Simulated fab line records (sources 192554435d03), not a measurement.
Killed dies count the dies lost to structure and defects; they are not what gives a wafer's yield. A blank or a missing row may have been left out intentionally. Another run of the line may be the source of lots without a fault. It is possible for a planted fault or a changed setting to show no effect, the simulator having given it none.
A lot that was struck, set against a sound lot | flow n5Finfet | 36 steps out of a route of 1938
Sound: the wafers L287.2, L287.3, L287.6. Wafers struck: L281.1, L281.2, L281.4. The cause is given at the end.
Order at every step that has rows: each side's tool, ch and its chambers, its first start. Under that, the readings that differ: sound wafers | struck wafers | difference of the means | sigmas: that difference in standard deviations of wafers without a fault.
alike: words and numbers the same on both sides, and readings whose means are apart by under 2 such deviations; not compared: readings that were withheld, readings missing a value for some wafer, numbers with overlapping values and no deviation given by the record, and bounds like >300 which may hide the same value.
The two part at a step that has a row with sigmas, a row that says differs or no value, or rows on one side only. Numbers that don't overlap but have no deviation are shown without sigmas and don't part them. A reading that every wafer of one side lacks parts them only if that side has two wafers or more.

first, 9 steps without rows for these wafers: N5_BEOL_M4_ANNEAL_95 (time 240 s); N5_BEOL_M4_SPUTTER_96 (material Cu, target thk 4.5 nm, time 8.29 s); N5_BEOL_M4_ECD_50 (material Cu, target thk 300 nm); N5_BEOL_M4_ANNEAL_51 (time 90 s); N5_BEOL_M4_CMP_52 (polishes, stops on SiOC, t overpolish 6.8 s, target thk 40 nm); N5_BEOL_M4_PRE_CLEAN_60 (time 15 s); N5_BEOL_M4_CO_CAP_55 (material Co, precursor CCTBA/H2, target thk 2 nm, time 102.1 s); N5_BEOL_M4_PRE_CLEAN_56 (time 15 s); N5_BEOL_M4_DEP_57 (deposits SiCN from 3MS/NH3, target thk 8 nm, time 14 s).
N5_BEOL_M4_RC_MEAS_101:
  sound on prober-01 ch 0, day 12 10:02; struck on prober-01 ch 0, day 11 02:17
  alike: DIBL_N, DIBL_P, IOFF_N, IOFF_P, ION_N, ION_P, SS_N, SS_P, VT_N, VT_P
then, 24 steps without rows for these wafers: N5_BEOL_M5_ILD_DEP_00 (deposits SiCOH lowk from DEMS/porogen, target thk 140.64 nm, time 25.9 s); N5_BEOL_M5_CURE_79 (cures SiCOH lowk, time 240 s); N5_BEOL_M5_PECVD_70 (deposits SiO2 from TEOS/O2, target thk 16 nm, time 18 s); N5_BEOL_M5_HM_DEP_02 (deposits TiN, target thk 20 nm); N5_BEOL_M5_COAT_59 (time 60 s, resist thk 60 nm); N5_BEOL_M5_COAT_60 (time 60 s, resist thk 12 nm); N5_BEOL_M5_COAT_71 (time 60 s, resist thk 5 nm); N5_BEOL_M5_COAT_05 (resist thk 30 nm); N5_BEOL_M5_EBR_07; N5_BEOL_M5_SOFTBAKE_06 (time 60 s); N5_BEOL_M5_EXPOSE_08 (exposes mask M5, target cd 28 nm); N5_BEOL_M5_PEB_09 (peb time 60 s); N5_BEOL_M5_DEVELOP_10 (develop time 30 s); N5_BEOL_M5_DESCUM_16 (chemistry O2, time 7 s); N5_BEOL_M5_ETCH_72 (etches underlayer in N2/H2, target depth 6.5 nm, time 5.2 s); N5_BEOL_M5_ETCH_61 (etches SiARC in CF4, target depth 15.6 nm, time 26 s); N5_BEOL_M5_ETCH_62 (etches SOC in N2/H2, target depth 75 nm, overetch 15 nm, time 112.5 s); N5_BEOL_M5_STRIP_63 (strips in N2/H2); N5_BEOL_M5_STRIP_73 (strips in N2/H2); N5_BEOL_M5_STRIP_64 (strips in CF4); N5_BEOL_M5_HM_OPEN_17 (chemistry Cl2/BCl3, target TiN, target depth 20 nm, overetch 6 nm); N5_BEOL_M5_STRIP_19 (strips in O2); N5_BEOL_M5_COAT_65 (time 60 s, resist thk 60 nm); N5_BEOL_M5_COAT_66 (time 60 s, resist thk 12 nm).
-- here the record skips 5 days between the struck wafers' starts before and after, leaving off in module BEOL_M5 and picking up in module PASSIVATION (first step shown: number 1936 of the route) --
N5_PASSIVATION_ETCH_15: etches SiCN in CF4/N2, target depth 75 nm, time 81.2 s.
  sound on rieDiel-03 ch 0,3, day 16 18:52; struck on rieDiel-05 ch 1,2,3, day 15 16:10
  no value came back on the struck wafers for any of 9 readings (biasW (W), cf4FlowSccm (sccm) and others); on the sound wafers biasW (W) reads 70.26 70.00 70.21
  not compared: rfHoursCounterH
N5_PASSIVATION_PROBE_49:
  record: rows for the struck wafers here (prober-01, day 16 00:28), none for the sound ones

## WHERE THEY PART
First at N5_PASSIVATION_ETCH_15; last, within this record, at N5_PASSIVATION_PROBE_49.

WHY: what the simulator had put in
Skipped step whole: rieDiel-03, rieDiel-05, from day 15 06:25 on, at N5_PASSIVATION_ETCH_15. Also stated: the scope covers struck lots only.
